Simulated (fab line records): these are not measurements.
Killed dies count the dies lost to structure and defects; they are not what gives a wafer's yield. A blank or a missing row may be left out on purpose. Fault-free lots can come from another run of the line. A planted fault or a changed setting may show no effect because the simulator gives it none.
fab line records | flow n5Finfet
record lots=5 | wafers=15 | lastDay=17
route steps=1938 shown GATE_CUT@465 BEOL_M4@1111 PASSIVATION@1936
lots that met no fault: taken from a fault-free run of the same line
startH: the number of hours between the record's first day and the start of the first shown wafer of the lot | waitH: hours from the lot's prior step to this one | " identical to the entry in the row above | L1.1+2: several wafers, shown together as one row | - no value, or no start given | * or withheld: withheld | < > ~ a bound
route shown NAME@n: a module of which the file shows steps, and the number in the route of the first | usual: mean/standard deviation of fault-free wafers | same: alike in all rows | chamber/n: place in a boat | sites: per-site readings | _std_site: standard deviation of those values | _edge_site: mean of outer sites minus mean of inner sites | radiusMm: for every site, how far away it sits from the centre of the wafer | mask NAME#n: copy n | behind: the last tool/chamber to shape the wafer | hold: what put the lot on hold/how long, in hours/how the hold closed | device: names the non-switching transistor (n, p or np) | end of line: the route-end tests of the same wafers | a step given without rows: its recipe and nothing more | killed: dies that structure and defects cost at the first sort, which is not the same as the wafer's yield | map: dies across one wafer; x = killed, . = not, _ = none there
set.NAME: the setting the step ran with; set.NAME@STEP: the setting that earlier step ran with | model.NAME: the simulator's own value behind a step, which no gauge read
certain route steps with their lots: each step a table, each wafer a row
services: the hour from which a tool's chamber was out of use, counted from the record's first day as startH (under 0 if before that day), plus the number of hours and why
## steps
# step N5_GATE_CUT_ETCHBACK_00
# recipe chemistry=SF6/Cl2 | target=W | pressureMtorr=8 | icpW=900 | biasW=80 | SF6_flow_sccm=40 | Cl2_flow_sccm=60
# step N5_GATE_CUT_ETCH_56
# recipe chemistry=Cl2/Ar | target=TiN | targetDepthA=216 | pressureMtorr=10 | icpW=600 | biasW=60 | Cl2_flow_sccm=40 | Ar_flow_sccm=60
# step N5_GATE_CUT_ETCHBACK_30
# recipe chemistry=Cl2/Ar | target=TiN | targetDepthA=30 | mode=isotropic | pressureMtorr=10 | icpW=600 | biasW=60 | Cl2_flow_sccm=40 | Ar_flow_sccm=60
# step N5_GATE_CUT_VAPOR_ETCH_60
# recipe chemistry=BCl3/Cl2 | target=HfO2 | mode=isotropic
# step N5_GATE_CUT_ETCH_58
# recipe chemistry=CH3F/O2 | target=SiNx | targetDepthA=170 | timeS=128.6 | ionEnergyEv=50 | pressureMtorr=30 | sourceW=415 | biasW=21 | Ar_flow_sccm=150 | CH3F_flow_sccm=30 | O2_flow_sccm=20
# step N5_GATE_CUT_STRIP_59
# recipe chemistry=N2/H2 | timeS=20 | powerW=100 | tempC=40 | pressureMtorr=100 | rfFrequencyHz=6e+07 | biasPowerW=3 | n2FlowSccm=300 | h2FlowSccm=300
# step N5_GATE_CUT_PRECLEAN_31
# recipe tempC=23 | chemistry=DIW | timeS=300
# step N5_GATE_CUT_SRD_32
# recipe timeS=30 | tempC=23 | rinseLiquid=diw | dry=ipaMarangoni
# step N5_GATE_CUT_SAC_CAP_01
# recipe material=SiNx | targetThkA=240 | tempC=400 | aldPrecursorFamily=SiH2I2 | aldCoReactant=N2/H2-plasma | pulseTimeS=1 | aldCycles=480 | purgeTimeS=2 | coReactantPurgeTimeS=2 | pressureTorr=2
# step N5_GATE_CUT_PECVD_57
# recipe material=SiNx | targetThkA=210 | tempC=400 | precursor=SiH4/NH3/N2 | pressureTorr=1.5 | rfW=300
# step N5_GATE_CUT_CMP_02
# recipe stopOn=SiO2 | tOverpolishS=12.7 | postCmpClean=alkalineBrush | downForcePsi=2.5 | platenRpm=51.8 | padVelocityMS=1.0307 | targetThkNm=0
# step N5_GATE_CUT_HM_DEP_46
# recipe material=SiO2 | targetThkA=1300 | tempC=400 | precursor=TEOS/O2 | pressureTorr=6.5 | rfW=900 | teosFlowSccm=161.4 | gas=O2 | flowSccm=2650 | timeS=26.6
# usual chamberPressureTorr=6.501/0.016 | heaterPowerW=542/98 | showerheadPlenumPTorr=8.354/0.03 | showerheadVppV=1816/72 | throttleValvePct=19.0/0.81
lot.wafer | tool     | chamber | startH | waitH | chamberPressureTorr | heaterPowerW | showerheadPlenumPTorr | showerheadVppV | throttleValvePct | model.SiO2_of_GATE_CUT_HM_DEP_46.thkNm
L746.1    | pecvd-01 | 0       | 88.92  | 0.0   | 6.503               | 544          | 8.313                 | 1887           | 18.0             | 127.4
L746.4    | "        | 0       | "      | "     | 6.501               | 563          | 8.331                 | 1881           | 18.2             | 129.6
L746.5    | "        | 2       | "      | "     | 6.498               | 476          | 8.326                 | 1671           | 19.5             | 130.8
L749.1    | pecvd-03 | 2       | 102.13 | 0.0   | 6.512               | 498          | 8.407                 | 1839           | 18.3             | 130.2
L749.5    | "        | 1       | "      | "     | 6.511               | 609          | 8.385                 | 1899           | 18.7             | 132.2
L749.6    | "        | 0       | "      | "     | 6.513               | 488          | 8.368                 | 1839           | 20.7             | 133.6
L762.1    | pecvd-01 | 0       | 178.18 | 0.0   | 6.475               | 636          | 8.325                 | 1871           | 18.4             | 128
L762.2    | "        | 2       | "      | "     | 6.526               | 387          | 8.325                 | 1660           | 19.9             | 129
L762.4    | "        | 0       | "      | "     | 6.474               | 639          | 8.298                 | 1872           | 18.3             | 41
L765.1    | pecvd-01 | 1       | 198.02 | 0.0   | 6.492               | 566          | 8.336                 | 1801           | 19.2             | 127.6
L765.5    | "        | 1       | "      | "     | 6.502               | 567          | 8.350                 | 1808           | 19.5             | 40
L765.6    | "        | 0       | "      | "     | 6.527               | 553          | 8.334                 | 1876           | 18.4             | 125.8
L767.1    | pecvd-01 | 0       | 209.70 | 0.0   | 6.460               | 665          | 8.318                 | 1901           | 18.2             | 127.2
L767.3    | "        | 1       | "      | "     | 6.495               | 610          | 8.386                 | 1768           | 19.3             | 42
L767.5    | "        | 0       | "      | "     | 6.488               | 650          | 8.293                 | 1919           | 18.3             | 42
# step N5_GATE_CUT_COAT_34
# recipe resist=SOC | tempC=250 | timeS=60 | spinRpm=1500 | resistThkNm=60
# step N5_GATE_CUT_COAT_35
# recipe resist=SiARC | tempC=220 | timeS=60 | spinRpm=1500 | resistThkNm=10
# step N5_GATE_CUT_COAT_27
# recipe resist=underlayer | tempC=205 | timeS=60 | spinRpm=1500 | resistThkNm=10
# step N5_GATE_CUT_COAT_07
# recipe resist=CAR-EUV | spinRpm=1500 | resistThkNm=30
# step N5_GATE_CUT_EBR_09
# recipe solvent=PGMEA | ebrWidthMm=1.5
# step N5_GATE_CUT_SOFTBAKE_08
# recipe tempC=110 | timeS=60 | resist=CAR-EUV
# step N5_GATE_CUT_EXPOSE_10
# recipe maskId=GATE_CUT | na=0.33 | sourceShape=annular | sigmaInner=0.35 | sigmaOuter=0.8 | polarization=unpolarized | targetCdNm=20 | doseMj=43.25
# step N5_GATE_CUT_PEB_11
# recipe pebTempC=100 | pebTimeS=60 | resist=CAR-EUV
# step N5_GATE_CUT_DEVELOP_12
# recipe developTimeS=30 | developer=TMAH | resist=CAR-EUV | rinseLiquid=surfactantRinse | dry=airSpin | devTempC=23
# step N5_GATE_CUT_DESCUM_18
# recipe chemistry=O2 | timeS=7 | sourcePowerW=50 | biasPowerW=20 | pressureMtorr=20 | rfFrequencyHz=2.712e+07 | tempC=40 | resist=CAR-EUV | o2FlowSccm=225
# step N5_GATE_CUT_ETCH_28
# recipe chemistry=N2/H2 | target=underlayer | targetDepthA=130 | maskMaterial=CAR-EUV | timeS=10.4 | ionEnergyEv=200 | pressureMtorr=30 | sourceW=840 | biasW=150 | n2FlowSccm=200 | h2FlowSccm=200 | ends=cleared
# step N5_GATE_CUT_ETCH_36
# recipe chemistry=CF4 | target=SiARC | targetDepthA=130 | maskMaterial=CAR-EUV | timeS=21.7 | ionEnergyEv=80 | pressureMtorr=40 | sourceW=545 | biasW=36 | Ar_flow_sccm=100 | cf4FlowSccm=100 | ends=cleared
# step N5_GATE_CUT_ETCH_37
# recipe chemistry=N2/H2 | target=SOC | targetDepthA=600 | overetchA=120 | maskMaterial=SiARC | tempC=40 | timeS=90 | ionEnergyEv=200 | pressureMtorr=30 | sourceW=840 | biasW=150 | n2FlowSccm=200 | h2FlowSccm=200
# step N5_GATE_CUT_STRIP_38
# recipe chemistry=N2/H2 | tempC=40 | n2FlowSccm=200 | h2FlowSccm=200 | rfFrequencyHz=6e+07
# step N5_GATE_CUT_STRIP_39
# recipe chemistry=N2/H2 | tempC=40 | n2FlowSccm=200 | h2FlowSccm=200 | rfFrequencyHz=6e+07
# step N5_GATE_CUT_HM_OPEN_40
# recipe chemistry=C4F6/O2 | target=SiO2 | maskMaterial=SiARC | targetDepthA=1390 | timeS=85.1 | ionEnergyEv=250 | pressureMtorr=30 | sourceW=345 | biasW=185 | Ar_flow_sccm=300 | C4F6_flow_sccm=10 | O2_flow_sccm=10 | ends=cleared
# usual chamberPressureMTorr=30.004/0.027 | drypumpMotorCurrentA=5.7/0.4 | etchRfOnTimeS=93.6/1.7 | oesProductAu=0.69/0.073 | rfVppV=668/7.2 | showerheadPlenumPTorr=2.84/0.088 | throttleValvePct=21.01/0.24
lot.wafer | tool       | chamber | startH | waitH | chamberPressureMTorr | drypumpMotorCurrentA | etchRfOnTimeS | oesProductAu | rfHoursCounterH | rfVppV | showerheadPlenumPTorr | throttleValvePct | model.etch.depthNm | model.SOC_of_GATE_CUT_COAT_34.thkNm | model.GATE_CUT.cdNm
L746.1    | rieDiel-06 | 1       | 89.67  | 0.0   | 30.037               | 5.8                  | 92.7          | 0.68         | 124             | 659    | 2.74                  | 21.06            | 127.4              | 33.4                                | 20.2
L746.4    | "          | 1       | "      | "     | 30.003               | 5.8                  | 93.3          | 0.69         | -               | 661    | 2.74                  | 21.06            | 129.6              | 33                                  | 20.2
L746.5    | "          | 2       | "      | "     | 29.985               | 5.9                  | 94.5          | 0.67         | -               | 681    | 2.95                  | 20.98            | 130.8              | 32.8                                | 20.2
L749.1    | rieDiel-05 | 1       | 102.75 | 0.0   | 29.995               | 5.6                  | 94.3          | 0.66         | 162             | 671    | 2.73                  | 21.02            | 130.1              | 32.4                                | 19.8
L749.5    | "          | 0       | "      | "     | 30.001               | 6.0                  | 97.2          | 0.66         | -               | 669    | 2.95                  | 21.34            | 132.3              | 32.2                                | 20.2
L749.6    | "          | 1       | "      | "     | 30.036               | 5.5                  | 96.4          | 0.66         | -               | 672    | 2.73                  | 21.01            | 133.6              | 31.6                                | 19.8
L762.1    | rieDiel-05 | 2       | 178.83 | 0.0   | 29.997               | 5.1                  | 93.7          | 0.78         | 50              | 661    | 2.89                  | 20.85            | 128.1              | 33.2                                | 20.4
L762.2    | "          | 0       | "      | "     | 29.987               | 6.0                  | 96.6          | 0.64         | 193             | 669    | 2.94                  | 21.36            | 129                | 32.8                                | 20.4
L762.4    | "          | 3       | "      | "     | 29.946               | 5.7                  | 29.6          | 0.75         | 85              | 660    | 2.75                  | 20.60            | 41.03              | 51.2                                | 19.6
L765.1    | rieDiel-05 | 3       | 198.65 | 0.0   | 30.007               | 5.6                  | 92.3          | 0.74         | 91              | 660    | 2.75                  | 20.60            | 127.5              | 33.6                                | 20.2
L765.5    | "          | 1       | "      | "     | 29.992               | 5.5                  | 28.4          | 0.64         | -               | 670    | 2.71                  | 21.06            | 40.05              | 51.8                                | 19.6
L765.6    | "          | 2       | "      | "     | 30.053               | 5.1                  | 90.2          | 0.79         | -               | 661    | 2.88                  | 20.85            | 125.7              | 34                                  | 20
L767.1    | rieDiel-04 | 0       | 210.33 | 0.0   | 30.043               | 5.6                  | 90.0          | 0.74         | 69              | 669    | 2.77                  | 21.00            | 127.2              | 33.2                                | 20.2
L767.3    | "          | 2       | "      | "     | 29.994               | 6.5                  | 29.8          | 0.85         | 10              | 657    | 2.77                  | 21.02            | 41.92              | 51.2                                | 19.8
L767.5    | "          | 2       | "      | "     | 29.992               | 6.5                  | 29.8          | 0.85         | -               | 657    | 2.77                  | 21.03            | 41.92              | 51.2                                | 19.8
# step N5_GATE_CUT_STRIP_41
# recipe chemistry=CF4 | resist=SiARC | powerW=300 | biasPowerW=75 | pressureMtorr=50 | cf4FlowSccm=150 | rfFrequencyHz=6e+07
# step N5_GATE_CUT_STRIP_42
# recipe chemistry=O2 | powerW=400 | tempC=40 | pressureMtorr=30 | rfFrequencyHz=6e+07 | biasPowerW=0 | overashFraction=0.3 | o2FlowSccm=225
# step N5_GATE_CUT_ETCH_19
# recipe chemistry=CH3F/O2 | target=SiNx | maskMaterial=SiO2 | targetDepthA=537 | timeS=76.7 | pressureMtorr=30 | sourceW=395 | biasW=73 | Ar_flow_sccm=150 | CH3F_flow_sccm=30 | O2_flow_sccm=20 | ionEnergyEv=120 | ends=cleared
# step N5_GATE_CUT_CUT_ETCH_53
# recipe chemistry=SF6/Cl2 | target=W | maskMaterial=SiO2 | targetDepthA=792 | pressureMtorr=8 | icpW=900 | biasW=80 | SF6_flow_sccm=40 | Cl2_flow_sccm=60 | ends=cleared
# step N5_GATE_CUT_CUT_ETCH_54
# recipe chemistry=Cl2/BCl3 | target=TiN | maskMaterial=SiO2 | targetDepthA=967 | pressureMtorr=10 | icpW=1000 | biasW=126 | Cl2_flow_sccm=53.25 | bcl3FlowSccm=21.75 | Ar_flow_sccm=25 | ends=cleared
# step N5_GATE_CUT_CUT_ETCH_55
# recipe chemistry=BCl3 | target=HfO2 | maskMaterial=SiO2 | targetDepthA=32 | ionEnergyEv=30 | pressureMtorr=5 | icpW=450 | biasW=18 | bcl3FlowSccm=80
# step N5_GATE_CUT_ETCH_47
# recipe chemistry=Cl2/BCl3 | target=SiO2 | targetDepthA=100 | pressureMtorr=10 | icpW=1000 | biasW=126 | Cl2_flow_sccm=53.25 | bcl3FlowSccm=21.75 | Ar_flow_sccm=25
# usual chamberPressureMTorr=10.001/0.0096 | drypumpMotorCurrentA=5.6/0.51 | oesProductAu=0.75/0.11 | throttleValvePct=22.90/0.2
lot.wafer | tool        | chamber | startH | waitH | chamberPressureMTorr | drypumpMotorCurrentA | oesProductAu | rfHoursCounterH | throttleValvePct | model.GATE_CUT.cdNm
L746.1    | rieMetal-03 | 0       | 90.04  | 0.0   | 9.990                | 5.5                  | 0.87         | 16              | 22.91            | 20.2
L746.4    | "           | 1       | "      | "     | 9.990                | 5.7                  | 0.81         | -               | 22.64            | 20.6
L746.5    | "           | 0       | "      | "     | 9.999                | 5.5                  | 0.87         | -               | 22.91            | 20.4
L749.1    | rieMetal-01 | 1       | 103.13 | 0.0   | 10.008               | 6.2                  | 0.85         | 22              | 23.05            | 20
L749.5    | "           | 0       | "      | "     | 9.988                | 5.5                  | 0.59         | -               | 23.26            | 20
L749.6    | "           | 1       | "      | "     | 9.991                | 6.2                  | 0.85         | -               | 23.05            | 20.2
L762.1    | rieMetal-02 | 1       | 179.21 | 0.0   | 10.003               | 6.2                  | 0.65         | 96              | 23.05            | 19.8
L762.2    | "           | 0       | "      | "     | 9.990                | 4.8                  | 0.64         | 105             | 22.62            | 20.4
L762.4    | "           | 0       | "      | "     | 10.005               | 4.8                  | 0.65         | -               | 22.63            | 19.8
L765.1    | rieMetal-03 | 1       | 199.03 | 0.0   | 10.001               | 5.7                  | 0.79         | 37              | 22.66            | 20
L765.5    | "           | 1       | "      | "     | 9.989                | 5.7                  | 0.79         | -               | 22.66            | 19.4
L765.6    | "           | 0       | "      | "     | 10.000               | 5.5                  | 0.83         | -               | 22.95            | 19.6
L767.1    | rieMetal-02 | 0       | 210.71 | 0.0   | 9.997                | 4.8                  | 0.64         | 108             | 22.64            | 19.8
L767.3    | "           | 0       | "      | "     | 10.003               | 4.8                  | 0.64         | -               | 22.65            | 19.6
L767.5    | "           | 1       | "      | "     | 9.992                | 6.2                  | 0.63         | -               | 23.04            | 19.2
# step N5_GATE_CUT_VAPOR_ETCH_48
# recipe chemistry=BCl3/Cl2 | target=TiN | mode=isotropic
# step N5_GATE_CUT_VAPOR_ETCH_49
# recipe chemistry=BCl3/Cl2 | target=TiAlC | mode=isotropic
# step N5_GATE_CUT_VAPOR_ETCH_51
# recipe chemistry=BCl3/Cl2 | target=HfO2 | mode=isotropic
# step N5_GATE_CUT_THK_MEAS_24
# recipe reads=SiO2_of_GATE_CUT_HM_DEP_46+SiO2_flowable_of_ILD0_FCVD_FILL_01
# usual GC_FILL_THK=219.1/2
lot.wafer | tool         | chamber | startH | waitH | GC_FILL_THK[nm]
L746.1    | filmMetro-02 | -       | 92.13  | -     | 217.4
L746.4    | "            | -       | "      | "     | 220.1
L746.5    | "            | -       | "      | "     | 221.1
L749.1    | filmMetro-01 | -       | 105.22 | -     | 221.1
L749.5    | "            | -       | "      | "     | 223.0
L749.6    | "            | -       | "      | "     | 223.7
L762.1    | filmMetro-01 | -       | 181.78 | -     | 217.9
L762.2    | "            | -       | "      | "     | 217.5
L762.4    | "            | -       | "      | "     | 130.2
L765.1    | filmMetro-01 | -       | 201.10 | -     | 216.1
L765.5    | "            | -       | "      | "     | 128.6
L765.6    | "            | -       | "      | "     | 213.9
L767.1    | filmMetro-01 | -       | 212.79 | -     | 216.9
L767.3    | "            | -       | "      | "     | 129.2
L767.5    | "            | -       | "      | "     | 132.1
# step N5_GATE_CUT_CMP_43
# recipe material=SiO2 | postCmpClean=rinseOnly
# usual motorCurrentA=12.4/0.85
lot.wafer | tool   | chamber | startH | waitH | motorCurrentA | model.SiO2_of_GATE_CUT_HM_DEP_46.thkNm
L746.1    | cmp-02 | 3       | 92.32  | 0.2   | 12.3          | 4.8
L746.4    | "      | 0       | "      | "     | 13.5          | 5
L746.5    | "      | 1       | "      | "     | 12.5          | 5
L749.1    | cmp-02 | 0       | 105.33 | 0.1   | 14.3          | 5
L749.6    | "      | 3       | "      | "     | 12.4          | 5.2
L749.5    | "      | 0       | "      | "     | 13.6          | 5.2
L762.2    | cmp-04 | 1       | 181.98 | 0.2   | 11.6          | 5
L762.4    | "      | 2       | "      | "     | 12.9          | 0.8
L762.1    | "      | 0       | "      | "     | 11.6          | 5
L765.1    | cmp-04 | 2       | 201.13 | 0.0   | 12.7          | 4.8
L765.5    | "      | 2       | "      | "     | 12.2          | 0.6
L765.6    | "      | 3       | "      | "     | 11.8          | 4.8
L767.1    | cmp-02 | 0       | 212.90 | 0.1   | 13.9          | 4.8
L767.3    | "      | 2       | "      | "     | 13.2          | 0.8
L767.5    | "      | 3       | "      | "     | 12.3          | 0.8
# step N5_BEOL_M4_RC_MEAS_101
# usual DIBL_N=36.4/1.2 | DIBL_P=36.1/1.6 | IOFF_N=0.156/0.024 | IOFF_P=0.21/0.031 | ION_N=674/11 | ION_P=463/6.9 | SS_N=71.5/0.5 | SS_P=73.2/0.55 | VT_N=250.0/2.9 | VT_P=-250/3.6
lot.wafer | tool      | chamber | startH | waitH | DIBL_N[mV/V] | DIBL_P[mV/V] | IOFF_N[nA/um] | IOFF_P[nA/um] | ION_N[uA/um] | ION_P[uA/um] | SS_N[mV/dec] | SS_P[mV/dec] | VT_N[mV] | VT_P[mV]
L746.1    | prober-02 | 0       | 166.45 | 0.0   | 36.9         | 38.1         | 0.169         | 0.21          | 688          | 473          | 71.6         | 73.5         | 247.5    | -249
L746.4    | "         | 0       | "      | "     | 34.8         | 35.0         | 0.131         | 0.17          | 672          | 470          | 70.6         | 72.4         | 254.2    | -254
L746.5    | "         | 0       | "      | "     | 35.9         | 36.5         | 0.152         | 0.19          | 681          | 467          | 71.8         | 72.9         | 246.5    | -251
L749.1    | prober-02 | 0       | 174.27 | 0.0   | 35.8         | 36.7         | 0.163         | 0.19          | 665          | 449          | 71.5         | 73.8         | 248.6    | -254
L749.5    | "         | 0       | "      | "     | 36.0         | 36.5         | 0.157         | 0.19          | 672          | 458          | 71.7         | 74.4         | 250.7    | -254
L749.6    | "         | 0       | "      | "     | 35.5         | 36.7         | 0.159         | 0.20          | 675          | 458          | 71.4         | 73.6         | 247.7    | -253
L762.1    | prober-01 | 0       | 255.56 | 0.0   | 37.4         | 36.3         | 0.155         | 0.20          | 677          | 465          | 71.1         | 73.5         | 248.3    | -249
L762.2    | "         | 0       | "      | "     | 38.5         | 37.1         | 0.172         | 0.22          | 673          | 461          | 72.1         | 73.4         | 249.0    | -252
L762.4    | "         | 0       | "      | "     | 36.7         | 34.3         | 0.137         | 0.18          | 659          | 454          | 71.8         | 72.5         | 252.5    | -251
L765.1    | prober-01 | 0       | 276.79 | 0.0   | 37.9         | 36.7         | 0.178         | 0.24          | 684          | 469          | 72.1         | 74.2         | 249.4    | -247
L765.5    | "         | 0       | "      | "     | 35.7         | 33.8         | 0.141         | 0.20          | 665          | 464          | 71.8         | 72.6         | 247.6    | -250
L765.6    | "         | 0       | "      | "     | 36.7         | 35.3         | 0.153         | 0.23          | 662          | 464          | 71.7         | 73.0         | 249.8    | -246
L767.1    | prober-02 | 0       | 300.83 | 0.0   | 36.3         | 35.0         | 0.132         | 0.18          | 678          | 460          | 70.2         | 72.7         | 252.7    | -253
L767.3    | "         | 0       | "      | "     | 35.9         | 34.9         | 0.130         | 0.17          | 667          | 454          | 71.5         | 72.4         | 253.0    | -257
L767.5    | "         | 0       | "      | "     | 36.5         | 35.0         | 0.133         | 0.18          | 671          | 462          | 71.3         | 73.5         | 252.2    | -254
# step N5_PASSIVATION_PROBE_49
# usual defectLimitedYield=91.4/1.5 | killed_at_M0_to_M3=31/11 | killed_at_M4_up=13/5.5 | killedAtContacts=13/6.3 | killedAtFrontEnd=40/13 | killedAtOther=3.3/2.6 | killedDies=101/18 | killedOpen=67/13 | killedShort=33/7.9 | sort_bin_5_function=5.1/1 | sort_bin_6_memory=3.2/0.68 | sortNPass=1079/18 | sortYieldPct=91.4/1.5
# same grossDies=1180 | killedAtBackSide=0 | sort_bin_4_leakage[%]=0 | sort_bin_8_speed[%]=0
lot.wafer | tool      | chamber | startH | waitH | defectLimitedYield[%] | killed_at_M0_to_M3 | killed_at_M4_up | killedAtContacts | killedAtFrontEnd | killedAtOther | killedDies | killedOpen | killedShort | sort_bin_5_function[%] | sort_bin_6_memory[%] | sortNPass | sortYieldPct[%]
L746.1    | prober-02 | -       | 264.31 | 0.0   | 93.7                  | 28                 | 9               | 13               | 23               | 1             | 74         | 50         | 23          | 3.7                    | 2.4                  | 1106      | 93.7
L746.4    | prober-02 | -       | 264.46 | 0.2   | 91.0                  | 50                 | 9               | 18               | 29               | 0             | 106        | 74         | 31          | 5.5                    | 3.1                  | 1074      | 91.0
L746.5    | prober-02 | -       | 264.51 | 0.2   | 93.4                  | 46                 | 4               | 12               | 15               | 1             | 78         | 55         | 21          | 3.7                    | 2.4                  | 1102      | 93.4
L762.1    | prober-02 | -       | 359.06 | 0.0   | 90.1                  | 55                 | 13              | 9                | 38               | 2             | 117        | 80         | 37          | 5.1                    | 4.7                  | 1063      | 90.1
L762.4    | prober-02 | -       | 359.21 | 0.2   | 88.3                  | 54                 | 23              | 20               | 39               | 2             | 138        | 92         | 46          | 7.0                    | 4.1                  | 1042      | 88.3
L765.1    | prober-02 | -       | 370.03 | 0.0   | 93.1                  | 8                  | 17              | 14               | 38               | 5             | 82         | 69         | 12          | 3.8                    | 3.1                  | 1098      | 93.1
L765.5    | prober-02 | -       | 370.23 | 0.2   | 92.5                  | 11                 | 19              | 11               | 46               | 2             | 89         | 66         | 22          | 4.6                    | 2.8                  | 1091      | 92.5
L765.6    | prober-02 | -       | 370.28 | 0.3   | 93.8                  | 14                 | 15              | 19               | 22               | 3             | 73         | 48         | 24          | 3.2                    | 2.9                  | 1107      | 93.8
L767.1    | prober-02 | -       | 406.13 | 0.2   | 91.1                  | 42                 | 18              | 5                | 39               | 1             | 105        | 68         | 37          | 5.7                    | 3.0                  | 1075      | 91.1
# killed by level:class
L746.1 MOL_CONTACT_COAG:geometricParticle:open=10 BEOL_M0_SAQP:geometricParticle:open=8 BEOL_M0_SAQP:geometricParticle:short=7 BEOL_M2:geometricParticle:open=7 GATE_CUT:geometricParticle:short=5 GATE_CUT:geometricParticle:open=4 BEOL_M4:geometricParticle:open=4 BEOL_M7:geometricParticle:open=4
L746.4 MOL_CONTACT_COAG:geometricParticle:open=13 BEOL_M0_SAQP:geometricParticle:open=13 BEOL_M2:geometricParticle:open=13 BEOL_M0_SAQP:geometricParticle:short=10 STI_FIN_REVEAL:geometricParticle:open=7 BEOL_M3:geometricParticle:open=7 MOL_CONTACT_COAG:geometricParticle:short=5 BEOL_M1:geometricParticle:open=4
L746.5 BEOL_M2:geometricParticle:open=15 BEOL_M3:geometricParticle:open=15 MOL_CONTACT_COAG:geometricParticle:open=11 FIN_SAQP:geometricParticle:short=5 BEOL_M0_SAQP:geometricParticle:short=4 BEOL_M0_SAQP:geometricParticle:open=4 FIN_SAQP:geometricParticle:open=3 BEOL_M3:geometricParticle:short=3
L762.1 BEOL_M0_SAQP:geometricParticle:short=13 BEOL_M4:geometricParticle:open=11 BEOL_M3:geometricParticle:open=10 FIN_SAQP:geometricParticle:open=9 MOL_CONTACT_COAG:geometricParticle:open=9 BEOL_M0_SAQP:geometricParticle:open=9 BEOL_M1:geometricParticle:open=9 FIN_SAQP:geometricParticle:short=8
L762.4 MOL_CONTACT_COAG:geometricParticle:open=14 BEOL_M4:geometricParticle:open=12 BEOL_M0_SAQP:geometricParticle:short=11 BEOL_M0_SAQP:geometricParticle:open=11 BEOL_M1:geometricParticle:open=11 FIN_SAQP:geometricParticle:open=9 BEOL_M3:geometricParticle:open=8 FIN_SAQP:geometricParticle:short=7
L765.1 MOL_CONTACT_COAG:geometricParticle:open=12 FIN_SAQP:geometricParticle:open=10 BEOL_M4:geometricParticle:open=9 STI_FIN_REVEAL:geometricParticle:open=7 STARTING-WAFER:geometricParticle:open=5 ILD0:geometricParticle:open=4 BEOL_M7:geometricParticle:open=4 BEOL_M0:geometricParticle:open=3
L765.5 STI_FIN_REVEAL:geometricParticle:open=19 MOL_CONTACT_COAG:geometricParticle:open=7 BEOL_M5:geometricParticle:open=6 FIN_SAQP:geometricParticle:short=5 GATE_CUT:geometricParticle:short=4 MOL_CONTACT_COAG:geometricParticle:short=4 BEOL_M2:geometricParticle:open=4 BEOL_M4:geometricParticle:open=4
L765.6 MOL_CONTACT_COAG:geometricParticle:open=16 STI_FIN_REVEAL:geometricParticle:open=7 BEOL_M4:geometricParticle:open=5 BEOL_M0:geometricParticle:short=4 BEOL_M2:geometricParticle:open=4 MOL_CONTACT_COAG:geometricParticle:short=3 BEOL_M0_SAQP:geometricParticle:short=3 BEOL_M6:geometricParticle:open=3
L767.1 BEOL_M0_SAQP:geometricParticle:open=12 ILD0:geometricParticle:open=8 BEOL_M2:geometricParticle:open=8 BEOL_M1:geometricParticle:short=7 BEOL_M0_SAQP:geometricParticle:short=6 GATE_CUT:geometricParticle:short=5 MOL_CONTACT_COAG:geometricParticle:open=5 BEOL_M5:geometricParticle:open=5
## services
tool        | chamber | startH | hours | kind
pecvd-03    | 2       | 67.76  | 5.5   | scheduledDown
cmp-02      | -       | 69.70  | 1.7   | repair
pecvd-01    | 0       | 76.45  | 5.0   | scheduledDown
rieDiel-06  | 3       | 81.36  | 10.5  | repair
rieDiel-04  | 0       | 85.45  | 2.4   | repair
cmp-04      | -       | 89.89  | 0.8   | repair
pecvd-03    | 2       | 95.86  | 2.1   | scheduledDown
cmp-04      | -       | 100.86 | 1.2   | repair
cmp-02      | -       | 104.25 | 0.9   | repair
rieDiel-05  | 0       | 105.22 | 2.4   | repair
pecvd-01    | 0       | 118.69 | 2.1   | scheduledDown
cmp-02      | -       | 124.95 | 4.0   | pm
cmp-02      | -       | 128.95 | -     | consumableReplace:conditioner
cmp-02      | -       | 128.95 | -     | consumableReplace:pad
rieMetal-01 | 0       | 148.50 | -     | clean
rieMetal-01 | 0       | 148.50 | 19.5  | scheduledDown
rieMetal-01 | 0       | 148.50 | 19.5  | ventCycle
rieDiel-05  | 0       | 149.24 | 2.4   | repair
rieDiel-04  | 0       | 150.26 | 5.2   | repair
rieDiel-04  | 2       | 155.76 | -     | clean
rieDiel-04  | 2       | 155.76 | -     | consumableReplace:esc
rieDiel-06  | 1       | 175.19 | 8.7   | repair
cmp-02      | -       | 183.50 | 0.6   | repair
rieMetal-03 | -       | 208.83 | 0.7   | repair
## key
firstSign step=N5_GATE_CUT_HM_OPEN_40 | reading=etchRfOnTimeS | direction=down | sigmas=38 | usual=* | struck=*
effect step=N5_GATE_CUT_THK_MEAS_24 | reading=GC_FILL_THK | direction=down | sigmas=45 | usual=219.1 | struck=130.0
modelEffect step=N5_GATE_CUT_HM_DEP_46 | value=SiO2_of_GATE_CUT_HM_DEP_46.thkNm | without=129.4 | struck=41.25
modelEffect step=N5_GATE_CUT_HM_OPEN_40 | value=etch.depthNm | without=129.3 | struck=41.23
modelEffect step=N5_GATE_CUT_ETCH_47 | value=GATE_CUT.cdNm | without=20.05 | struck=19.5
modelEffect step=N5_GATE_CUT_CMP_43 | value=SiO2_of_GATE_CUT_HM_DEP_46.thkNm | without=5 | struck=0.75
metAt N5_GATE_CUT_HM_DEP_46
struckWafers L762.4,L765.5,L767.3,L767.5
onsetBetween 88.92 178.18
fault kind=processParameterDrift | tool=pecvd-01 | chamber=- | onsetH=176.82 | steps=N5_GATE_CUT_HM_DEP_46 | channel=timeS | offset=* | shape=step | endH=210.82 | scope=struckWafersOnly | actsIn=* | stated=*
